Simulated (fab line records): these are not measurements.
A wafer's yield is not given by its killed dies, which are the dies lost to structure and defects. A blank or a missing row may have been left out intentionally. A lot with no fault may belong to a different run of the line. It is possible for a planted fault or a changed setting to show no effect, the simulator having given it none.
fab line records | flow nand_harc | part 2 of 2: steps 5 to 6 of 6
record: lots: 23 wafers: 69 last_day: 33
route steps=1302 shown A_CHANNEL_HOLE_D2@591 A_CHANNEL_FILL_D2@616 A_STAIRCASE@674
lots untouched by any fault: they come from a run of this same line in which no faults occurred
start_h: the number of hours between the record's first day and the start of the first shown wafer of the lot | wait_h: hours since the lot's step before | " unchanged from the row above | L1.1+2: several wafers, shown together as one row | - either no value or no given start | * or withheld: withheld | < > ~ a bound
route shown NAME@n: names a module that has steps shown in the file, with the first one's number in the route | usual: average and standard deviation across the fault-free wafers | same: alike in all rows | chamber/n: place in a boat | sites: per-site readings | _std_site: their standard deviation | _edge_site: outer sites' mean less inner sites' | radius_mm: how far each site lies from the wafer's centre | mask NAME#n: copy n | behind: tool/chamber where the wafer was last shaped | hold: cause of the lot's hold/its duration in hours/its outcome | device: the transistor (n, p or np) that didn't switch | end of line: tests of these same wafers at the route's end | step lacking rows: just its recipe | killed: dies lost to structure and defects at the first sort, not the wafer's yield | map: a wafer's dies, x killed, . not, _ none there
set.NAME: the setting that was run; set.NAME@STEP: the one run at that earlier step | model.NAME: the simulator's own value behind a step, which no gauge read
steps of the route over a sample of lots; a table a step, a row a wafer
services: from which hour (start_h, from the record's first day; less than 0 if before it) a tool's chamber was out of use, for how many hours, and why
== steps ==
step: NHARC_A_STAIRCASE_ETCH_19
recipe: target_depth_a: 1000 time_s: 40.5 ion_energy_ev: 400 c4f8_flow_sccm: 20 o2_flow_sccm: 10 ar_flow_sccm: withheld rf_w: 600 bias_w: 1000 chemistry: C4F8/O2
usual: oes_product_au: 0.947/0.0091 rf_vpp_V: 896/4.9
columns lot.wafer tool chamber start_h wait_h oes_product_au rf_hours_counter_h rf_vpp_V
L074.1 rie_diel-10 3 - - 0.932 37 892
L074.2 " 1 " " 0.924 37 901
L074.6 " 3 " " 0.922 - 893
L075.1 rie_diel-05 0 - - 0.944 39 897
L075.3 " 2 " " 0.939 44 903
L075.6 " 3 " " 0.947 - 893
L076.2 rie_diel-10 3 - - 0.937 39 892
L076.4 " 1 " " 0.941 40 899
L076.3 " 2 " " 0.941 38 904
L077.1 rie_diel-05 2 - - 0.944 48 902
L077.5 " 1 " " 0.950 - 889
L077.6 " 2 " " 0.950 - 903
L078.4 rie_diel-01 2 - - 0.940 2 897
L078.5 " 3 " " 0.955 - 899
L078.6 " 0 " " 0.964 - 897
L079.2 rie_diel-05 2 - - 0.946 58 903
L079.5 " 3 " " 0.942 - 890
L079.6 " 1 " " 0.952 - 887
L080.1 rie_diel-10 2 - - 0.930 50 902
L080.4 " 3 " " 0.929 53 893
L080.6 " 1 " " 0.945 - 899
L081.1 rie_diel-05 1 - - 0.948 1 889
L081.3 " 2 " " 0.947 1 903
L081.6 " 2 " " 0.945 - 902
L082.4 rie_diel-05 2 - - 0.946 9 901
L082.1 " 3 " " 0.939 9 890
L082.2 " 1 " " 0.953 8 888
L083.1 rie_diel-10 2 - - 0.953 5 903
L083.5 " 3 " " 0.952 - 891
L083.6 " 1 " " 0.959 - 900
L084.3 rie_diel-10 0 - - 0.957 5 898
L084.2 " 1 " " 0.959 10 898
L084.5 " 0 " " 0.958 - 896
L086.1 rie_diel-05 1 - - 0.946 14 889
L086.3 " 3 " " 0.956 17 892
L086.2 " 0 " " 0.950 15 897
L085.4 rie_diel-10 2 - - 0.948 14 902
L085.2 " 0 " " 0.954 10 897
L085.5 " 3 " " 0.947 - 892
L087.4 rie_diel-10 3 - - 0.960 19 891
L087.5 " 0 " " 0.944 - 896
L087.6 " 1 " " 0.938 - 899
L089.3 rie_diel-05 3 - - 0.965 26 893
L089.5 " 3 " " 0.956 - 892
L089.6 " 0 " " 0.938 - 897
L088.1 rie_diel-05 3 - - 0.948 28 893
L088.3 " 0 " " 0.939 26 899
L088.4 " 1 " " 0.952 24 888
L090.3 rie_diel-10 0 - - 0.945 28 897
L090.1 " 3 " " 0.957 33 892
L090.5 " 1 " " 0.925 - 898
L092.2 rie_diel-01 2 - - 0.939 51 897
L092.1 " 0 " " 0.954 45 896
L092.4 " 1 " " 0.944 49 903
L095.1 rie_diel-05 3 - - 0.943 39 891
L095.2 " 1 " " 0.951 36 889
L095.5 " 0 " " 0.942 - 898
L094.1 rie_diel-01 3 - - 0.947 59 896
L094.4 " 0 " " 0.957 54 898
L094.6 " 0 " " 0.963 - 897
L093.1 rie_diel-05 0 - - 0.930 39 897
L093.5 " 3 " " 0.930 - 890
L093.6 " 0 " " 0.949 - 898
L096.3 rie_diel-10 0 - - 0.942 41 896
L096.1 " 2 " " 0.953 47 901
L096.6 " 0 " " 0.936 - 896
L097.1 rie_diel-10 1 - - 0.965 55 899
L097.4 " 2 " " 0.941 58 902
L097.2 " 0 " " 0.955 53 896
step: NHARC_A_STAIRCASE_TRIM_20
recipe: time_s: 211.2 o2_flow_sccm: 500 ar_flow_sccm: 0 bias_w: 0 chemistry: O2
usual: drypump_motor_current_A: 5.6/0.45 oes_product_au: 1.004/0.0073 rf_vpp_V: 57.9/0.81 showerhead_plenum_p_Torr: 3.55/0.13 throttle_valve_pct: 17.036/0.0095
columns lot.wafer tool chamber start_h wait_h drypump_motor_current_A oes_product_au rf_hours_counter_h rf_vpp_V showerhead_plenum_p_Torr throttle_valve_pct
L074.2 rie_diel-05 2 359.80 0.1 4.9 1.004 44 59.4 3.72 17.049
L074.1 " 3 " " 5.3 1.011 40 56.7 3.42 17.037
L074.6 " 1 " " 6.1 1.001 - 57.8 3.34 17.032
L075.3 rie_diel-05 2 359.94 0.1 4.9 1.001 44 58.6 3.72 17.023
L075.1 " 3 " " 5.3 0.999 40 57.9 3.42 17.044
L075.6 " 0 " " 5.3 0.996 - 57.0 3.60 17.019
L076.2 rie_diel-01 1 373.52 0.1 6.1 1.008 51 59.0 3.75 17.037
L076.3 " 2 " " 5.5 1.008 52 58.2 3.56 17.050
L076.4 " 0 " " 5.5 0.994 45 57.8 3.59 17.026
L077.1 rie_diel-05 1 379.76 0.1 6.1 1.004 48 56.9 3.34 17.033
L077.6 " 1 " " 6.1 1.003 - 56.4 3.34 17.043
L077.5 " 2 " " 4.9 0.992 - 57.6 3.72 17.033
L078.4 rie_diel-10 3 396.03 0.1 5.9 0.996 49 57.5 3.42 17.030
L078.5 " 1 " " 6.4 0.989 - 58.1 3.61 17.031
L078.6 " 2 " " 5.8 0.992 - 58.7 3.72 17.024
L079.2 rie_diel-01 1 396.15 0.1 6.1 0.982 2 60.2 3.75 17.045
L079.5 " 1 " " 6.1 0.988 - 56.6 3.75 17.040
L079.6 " 2 " " 5.5 1.001 - 57.0 3.56 17.047
L080.4 rie_diel-01 3 409.90 0.1 5.9 1.012 5 58.9 3.59 17.039
L080.1 " 0 " " 5.5 1.019 4 57.8 3.59 17.029
L080.6 " 1 " " 6.1 1.005 - 57.3 3.74 17.036
L081.3 rie_diel-01 3 418.01 0.1 5.9 1.007 11 57.4 3.59 17.027
L081.1 " 1 " " 6.1 0.990 9 57.0 3.74 17.042
L081.6 " 2 " " 5.5 0.995 - 56.8 3.55 17.027
L082.4 rie_diel-05 1 439.55 0.1 6.1 1.009 8 56.9 3.33 17.032
L082.1 " 3 " " 5.3 1.015 9 56.5 3.41 17.039
L082.2 " 0 " " 5.2 1.016 7 58.7 3.59 17.030
L083.1 rie_diel-05 3 445.88 0.1 5.3 0.994 10 57.2 3.41 17.034
L083.6 " 1 " " 6.1 1.002 - 56.4 3.33 17.043
L083.5 " 2 " " 4.8 0.997 - 57.4 3.71 17.045
L084.2 rie_diel-10 3 459.29 0.1 5.9 1.009 10 57.3 3.41 17.025
L084.3 " 1 " " 6.4 1.004 10 58.2 3.60 17.015
L084.5 " 3 " " 5.9 1.018 - 56.5 3.41 17.050
L086.3 rie_diel-05 2 465.74 0.1 4.9 0.998 16 57.7 3.70 17.035
L086.2 " 3 " " 5.3 1.004 17 57.4 3.40 17.035
L086.1 " 0 " " 5.2 1.004 15 57.0 3.59 17.043
L085.4 rie_diel-05 2 466.20 0.1 4.9 0.993 16 58.6 3.70 17.033
L085.2 " 0 " " 5.2 1.009 15 58.7 3.58 17.017
L085.5 " 2 " " 4.9 0.992 - 57.3 3.70 17.031
L087.4 rie_diel-10 2 479.81 0.1 5.8 1.005 20 57.4 3.70 17.030
L087.5 " 3 " " 5.9 1.015 - 58.8 3.41 17.036
L087.6 " 0 " " 5.0 1.012 - 57.9 3.55 17.048
L089.3 rie_diel-05 0 496.81 0.1 5.3 1.010 24 58.4 3.58 17.026
L089.6 " 2 " " 4.8 1.001 - 59.4 3.70 17.044
L089.5 " 3 " " 5.3 1.001 - 57.9 3.40 17.040
L088.4 rie_diel-01 2 503.00 0.1 5.5 0.998 40 56.1 3.54 17.040
L088.3 " 3 " " 5.9 1.014 40 58.3 3.57 17.034
L088.1 " 1 " " 6.1 0.999 38 58.0 3.73 17.046
L090.3 rie_diel-01 0 524.30 0.1 5.5 1.009 42 58.2 3.57 17.039
L090.1 " 1 " " 6.2 1.002 45 56.4 3.72 17.015
L090.5 " 1 " " 6.1 0.997 - 57.7 3.72 17.021
L092.1 rie_diel-01 0 539.38 0.1 5.4 1.009 45 58.6 3.56 17.042
L092.2 " 1 " " 6.1 1.002 49 59.5 3.72 17.025
L092.4 " 2 " " 5.5 1.010 51 57.1 3.53 17.043
L095.2 rie_diel-05 0 555.13 0.1 5.3 1.003 37 59.5 3.57 17.029
L095.1 " 1 " " 6.1 0.995 36 58.5 3.32 17.032
L095.5 " 0 " " 5.3 1.003 - 56.6 3.57 17.019
L094.1 rie_diel-01 2 558.26 0.1 5.5 1.013 60 57.0 3.53 17.049
L094.4 " 3 " " 5.9 1.012 59 58.0 3.56 17.042
L094.6 " 3 " " 5.9 1.011 - 58.0 3.56 17.024
L093.1 rie_diel-10 2 561.35 0.2 5.8 1.003 47 59.4 3.69 17.037
L093.5 " 3 " " 5.9 1.000 - 57.5 3.39 17.049
L093.6 " 0 " " 5.0 1.014 - 59.0 3.54 17.022
L096.1 rie_diel-10 3 561.43 0.1 5.9 1.020 49 56.2 3.39 17.038
L096.3 " 2 " " 5.9 1.005 47 58.2 3.68 17.034
L096.6 " 0 " " 5.0 1.011 - 58.1 3.54 17.028
L097.4 rie_diel-10 2 593.47 0.1 5.8 1.011 58 58.9 3.68 17.041
L097.2 " 3 " " 5.9 1.011 61 56.9 3.38 17.032
L097.1 " 0 " " 5.0 0.998 53 58.1 3.53 17.047
== services ==
columns tool chamber start_h hours kind
rie_diel-04 0 284.99 1.9 repair
rie_diel-04 - 294.96 0.3 repair
rie_diel-11 0 309.50 2.3 repair
rie_diel-11 0 337.63 4.3 repair
har_etch-01 - 337.73 0.1 repair
rie_diel-11 1 343.40 4.4 repair
rie_diel-01 - 352.43 0.6 repair
ald_hk-02 - 353.35 10.0 pm
rie_diel-04 - 354.98 9.0 pm
rie_diel-10 1 374.92 1.3 repair
har_etch-02 - 377.07 17.0 pm
rie_diel-10 2 379.05 2.2 repair
rie_diel-01 - 381.64 9.0 pm
rie_diel-05 - 406.83 9.0 pm
rie_diel-10 - 419.66 9.0 pm
rie_diel-05 - 425.45 2.7 repair
rie_diel-01 - 427.65 0.6 repair
rie_diel-04 2 526.44 2.9 repair
ald_hk-02 - 531.35 10.0 pm
rie_diel-04 - 531.98 9.0 pm
rie_diel-04 - 552.14 2.3 repair
ald_hk-02 - 554.60 1.1 repair
rie_diel-01 - 558.64 9.0 pm
rie_diel-05 - 583.83 9.0 pm
